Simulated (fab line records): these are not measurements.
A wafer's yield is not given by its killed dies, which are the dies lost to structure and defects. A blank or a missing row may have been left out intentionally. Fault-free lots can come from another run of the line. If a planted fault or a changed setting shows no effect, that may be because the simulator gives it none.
2 desks looking at one fault | flow nand harc | each desk has only its own numbers; what lay behind them comes last

== THE METROLOGY DESK ==
Lot by lot, what the gauges showed, no matter which tool ran the lot: averages of those sampled wafers that carry a number. The brackets show how far a lot's mean lies from the usual mean; more than 4 standard deviations puts the lot out of limits, marked OUT.
Columns: A = thk nm at NHARC_A_ONON_D1_THK_MEAS_30, usual 1001 nm; B = overlay x nm at NHARC_A_CHANNEL_HOLE_D1_OVL_MEAS_11, usual 0.3 nm; C = overlay y nm at NHARC_A_CHANNEL_HOLE_D1_OVL_MEAS_11, usual 0.0 nm
lot  | first seen here | A             | B    | C
L983 | day 8 11:31     | 995           | 0.3  | -1.4
L985 | day 9 16:01     | 1020          | 0.1  | 0.0
L987 | day 10 06:41    | 985           | 0.7  | 0.1
L988 | day 11 01:27    | 1006          | -0.4 | 0.4
L990 | day 11 23:50    | 980           | -0.4 | 0.2
L992 | day 12 20:06    | 1000          | -0.3 | -2.5
L995 | day 13 12:53    | 658 (-34) OUT | -    | -
L996 | day 14 06:23    | 642 (-36) OUT | -    | -
L101 | day 16 00:40    | 1023          | -0.4 | -0.4
L102 | day 16 16:59    | 1003          | 0.3  | 1.2
L104 | day 17 08:28    | 1005          | 1.8  | 0.3
L105 | day 17 21:34    | 996           | 1.6  | -1.1
Finding of this desk: L995, L996 out of limits; the first was L995 at day 13 12:53, on thk nm at NHARC_A_ONON_D1_THK_MEAS_30. In limits: L983, L985, L987, L988, L990, L992, L101, L102, L104, L105.

== FOR THE TOOL OWNER'S DESK: pecvd onon-02 ==
The tool's own readings at NHARC_A_ONON_D1_DEP_28 (target thk 1000 nm): means of the sampled wafers that have a number, for each lot that ran on this tool. The brackets show how far a lot's mean lies from the usual mean; more than 4 standard deviations puts the lot out of limits, marked OUT.
Columns: A = n2o flow sccm at NHARC_A_ONON_D1_DEP_28, usual 2000 sccm
lot  | first seen here | A
L985 | day 9 15:30     | 1998
L988 | day 11 00:56    | 2003
L992 | day 12 19:35    | 2003
L995 | day 13 12:30    | 2000
L996 | day 14 05:56    | 2005
L105 | day 17 21:02    | 2001
Finding of this desk: none of the 6 lots has anything out of limits.

== TAKEN TOGETHER ==
L995, L996 would have let the metrology desk raise an alarm at day 13 12:53.
Nothing out of limits was seen by the tool owner's desk.
On record at the tool owner's desk: L995, L996, within its limits.
The lots listed all ran NHARC_A_ONON_D1_DEP_28 on pecvd onon-02.

== WHAT THE SIMULATOR PUT IN ==
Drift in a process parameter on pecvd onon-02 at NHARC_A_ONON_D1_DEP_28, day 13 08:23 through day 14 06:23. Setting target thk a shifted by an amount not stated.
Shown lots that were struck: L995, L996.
Hours from the fault's start to each desk's first reading out of limits: the metrology desk, 4.
